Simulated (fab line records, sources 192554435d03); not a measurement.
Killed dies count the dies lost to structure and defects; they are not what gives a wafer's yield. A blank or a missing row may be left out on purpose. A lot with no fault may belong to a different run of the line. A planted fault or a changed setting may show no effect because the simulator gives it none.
Matching of chambers / flow n5_finfet / rie_diel-01 running N5_ZERO_LAYER_DESCUM_16: 4 sister chambers
The step chemistry O2, time 7.9 s. 18 wafers are shown with their chamber, then 9 later ones without.

WAFERS PAIRED WITH THEIR CHAMBERS
wafer=L079.4; chamber=3; drypump_motor_current_A (A)=5.55; showerhead_plenum_p_Torr (Torr)=2.11; throttle_valve_pct (%)=20.2
wafer=L079.5; chamber=2; drypump_motor_current_A (A)=5.63; showerhead_plenum_p_Torr (Torr)=2.08; throttle_valve_pct (%)=20.8
wafer=L079.6; chamber=1; drypump_motor_current_A (A)=6.20; showerhead_plenum_p_Torr (Torr)=2.20; throttle_valve_pct (%)=21.0
wafer=L082.1; chamber=0; drypump_motor_current_A (A)=5.69; showerhead_plenum_p_Torr (Torr)=2.12; throttle_valve_pct (%)=19.9
wafer=L082.2; chamber=3; drypump_motor_current_A (A)=5.56; showerhead_plenum_p_Torr (Torr)=2.11; throttle_valve_pct (%)=20.2
wafer=L082.4; chamber=3; drypump_motor_current_A (A)=5.56; showerhead_plenum_p_Torr (Torr)=2.11; throttle_valve_pct (%)=20.2
wafer=L083.1; chamber=1; drypump_motor_current_A (A)=6.25; showerhead_plenum_p_Torr (Torr)=2.20; throttle_valve_pct (%)=21.0
wafer=L083.3; chamber=3; drypump_motor_current_A (A)=5.57; showerhead_plenum_p_Torr (Torr)=2.11; throttle_valve_pct (%)=20.3
wafer=L083.5; chamber=0; drypump_motor_current_A (A)=5.69; showerhead_plenum_p_Torr (Torr)=2.12; throttle_valve_pct (%)=19.9
wafer=L084.4; chamber=0; drypump_motor_current_A (A)=5.68; showerhead_plenum_p_Torr (Torr)=2.12; throttle_valve_pct (%)=19.8
wafer=L084.5; chamber=3; drypump_motor_current_A (A)=5.56; showerhead_plenum_p_Torr (Torr)=2.10; throttle_valve_pct (%)=20.3
wafer=L084.6; chamber=1; drypump_motor_current_A (A)=6.25; showerhead_plenum_p_Torr (Torr)=2.20; throttle_valve_pct (%)=21.0
wafer=L085.2; chamber=1; drypump_motor_current_A (A)=6.17; showerhead_plenum_p_Torr (Torr)=2.20; throttle_valve_pct (%)=21.0
wafer=L085.5; chamber=2; drypump_motor_current_A (A)=5.62; showerhead_plenum_p_Torr (Torr)=2.07; throttle_valve_pct (%)=20.4
wafer=L085.6; chamber=3; drypump_motor_current_A (A)=5.57; showerhead_plenum_p_Torr (Torr)=2.10; throttle_valve_pct (%)=20.3
wafer=L086.2; chamber=0; drypump_motor_current_A (A)=5.65; showerhead_plenum_p_Torr (Torr)=2.11; throttle_valve_pct (%)=19.9
wafer=L086.5; chamber=2; drypump_motor_current_A (A)=5.60; showerhead_plenum_p_Torr (Torr)=2.07; throttle_valve_pct (%)=20.5
wafer=L086.6; chamber=3; drypump_motor_current_A (A)=5.55; showerhead_plenum_p_Torr (Torr)=2.10; throttle_valve_pct (%)=20.3

SIGNATURES (means of the wafers above)
reading=drypump_motor_current_A; chamber 0=5.6775; chamber 1=6.2175; chamber 2=5.6167; chamber 3=5.5600; scatter within a chamber=0.0217
reading=showerhead_plenum_p_Torr; chamber 0=2.1175; chamber 1=2.2000; chamber 2=2.0733; chamber 3=2.1057; scatter within a chamber=0.00473
reading=throttle_valve_pct; chamber 0=19.875; chamber 1=21.000; chamber 2=20.567; chamber 3=20.257; scatter within a chamber=0.0892
Rule: distance of a wafer from a chamber = root of the sum over the readings of ((wafer's reading minus chamber's mean) / reading's scatter) squared. The wafer belongs to the nearest chamber; if the next one is less than 2 further off, it can't be placed. How the scatter is found: for the shown wafers, subtract from each reading the mean of its chamber, square and add these, divide the total by (wafers less chambers), then take the root.

WAFERS WHOSE CHAMBER IS MISSING
wafer=L090.1; drypump_motor_current_A (A)=5.63; showerhead_plenum_p_Torr (Torr)=2.11; throttle_valve_pct (%)=19.9
wafer=L090.4; drypump_motor_current_A (A)=5.64; showerhead_plenum_p_Torr (Torr)=2.07; throttle_valve_pct (%)=20.5
wafer=L090.6; drypump_motor_current_A (A)=5.68; showerhead_plenum_p_Torr (Torr)=2.11; throttle_valve_pct (%)=19.9
wafer=L095.1; drypump_motor_current_A (A)=5.62; showerhead_plenum_p_Torr (Torr)=2.07; throttle_valve_pct (%)=20.5
wafer=L095.4; drypump_motor_current_A (A)=5.66; showerhead_plenum_p_Torr (Torr)=2.11; throttle_valve_pct (%)=19.9
wafer=L095.5; drypump_motor_current_A (A)=5.63; showerhead_plenum_p_Torr (Torr)=2.07; throttle_valve_pct (%)=20.5
wafer=L096.1; drypump_motor_current_A (A)=5.62; showerhead_plenum_p_Torr (Torr)=2.07; throttle_valve_pct (%)=20.5
wafer=L096.2; drypump_motor_current_A (A)=6.20; showerhead_plenum_p_Torr (Torr)=2.19; throttle_valve_pct (%)=21.0
wafer=L096.4; drypump_motor_current_A (A)=5.56; showerhead_plenum_p_Torr (Torr)=2.10; throttle_valve_pct (%)=20.3

WHICH CHAMBER EACH ONE RAN IN
wafer=L090.1; from the rows above=0; in truth=0
wafer=L090.4; from the rows above=2; in truth=2
wafer=L090.6; from the rows above=0; in truth=0
wafer=L095.1; from the rows above=2; in truth=2
wafer=L095.4; from the rows above=0; in truth=0
wafer=L095.5; from the rows above=2; in truth=2
wafer=L096.1; from the rows above=2; in truth=2
wafer=L096.2; from the rows above=1; in truth=1
wafer=L096.4; from the rows above=3; in truth=3
Correct placement for 9 of the 9. Can't be placed from these rows: 0. Number placed wrongly: 0.
